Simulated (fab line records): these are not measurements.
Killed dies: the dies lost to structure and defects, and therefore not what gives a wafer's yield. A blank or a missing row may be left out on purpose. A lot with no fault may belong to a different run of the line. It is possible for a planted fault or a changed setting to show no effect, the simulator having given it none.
Code-filled problem report in 8D (eight disciplines) form ; flow nandHarc ; the parts of the form that need people (team, actions taken, sign-off) are left out

## 1. WHAT WENT WRONG
NHARC_P_GATE_INSPECT_68, rawDefectCount: mean 1003 over 1 wafer from 1 lot; wafers with no fault: 206, standard deviation 76. That puts it +10 standard deviations away from the usual mean.
The first sign was on wafer L615.1 at day 10 17:51, on defectInspect-01. Wafers with a number at this step in the record: 34, from 12 lots. Rule for "out", or "out of limits": more than 4 standard deviations from the usual mean. The rest of the wafers with a number are treated as sound.

## 2. WHAT IT IS, WHAT IT ISN'T
question;is;is not
which readings at this step;rawDefectCount;-
which lots;L615;L603, L605, L606, L608, L609, L611, L612, L613, L614, L625, L626
which wafers of those lots;all that have a number;-
read on which gauges;defectInspect-01;defectInspect-02
when;from day 10 17:51;"up to then (27 sound wafers); but 6 sound wafers of L625, L626 came after"

## 3. THE SUSPECTS, EACH WITH WHAT RULES IT OUT
Counting: a tool stays on the suspect list if, at a process step up to the reading, it processed all lots that are out and no sound lot following the first of them.
- the gauge at NHARC_P_GATE_INSPECT_68: kept. All the wafers that are out were read on defectInspect-01, and no step on other tools shows them out.
- plasmaAsher-01 at NHARC_P_GATE_STRIP_111 (strips in N2/H2, time 250 s): ruled out as a lasting fault. After its first lot that is out, L615 (day 10 11:52), sound lots L625 ran on it.
- rieDiel-07 at NHARC_P_GATE_DESCUM_61 (chemistry O2, time 3 s): ruled out as a lasting fault. After its first lot that is out, L615 (day 10 13:04), sound lots L626 ran on it.
- pvdSputter-02 at NHARC_P_GATE_DEGAS_109 (time 60 s): kept. It ran the lot that is out, L615 (day 10 16:52), and no sound lot after that; its last sound lot up to then is L614 (day 10 10:14).
- pvdSputter-02 at NHARC_P_GATE_SPUTTER_79 (material TiN, target thk 10 nm): kept. It ran the lot that is out, L615 (day 10 17:02), and no sound lot after that; its last sound lot up to then is L614 (day 10 10:26).
Left after counting: pvdSputter-02 at NHARC_P_GATE_DEGAS_109, pvdSputter-02 at NHARC_P_GATE_SPUTTER_79, defectInspect-01 at NHARC_P_GATE_INSPECT_68.

## 4. THE CAUSE (what the simulator had put in)
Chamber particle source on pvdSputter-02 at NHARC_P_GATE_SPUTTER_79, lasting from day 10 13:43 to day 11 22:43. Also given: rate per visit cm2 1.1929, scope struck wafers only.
This tool is one of the 3 suspects left after counting.

## 5. SEQUENCE OF EFFECTS, ordered by route
Each row: a reading whose mean over the struck wafers that have a number lies more than 3 standard deviations from the usual. Scope: only readings with a usual standard deviation given in the record; hours: median across lots of the time from each lot's start at the first step in this table that gives one to its start at this step; sigmas: change in usual standard deviations.
hours;step;reading;usual;on struck wafers;change;sigmas
0;NHARC_P_GATE_INSPECT_68;rawDefectCount;206;1003;+797;+10

## 6. HOW IT WOULD HAVE BEEN CAUGHT EARLIER
4 hours passed between the start of the fault at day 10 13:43 and the first reading out of limits at a measuring or inspecting step in this record, taken at day 10 17:51.
All the lots that are out (1) had begun NHARC_P_GATE_SPUTTER_79 on pvdSputter-02 by day 10 17:51. None of them would have been spared by holding the tool at that moment.
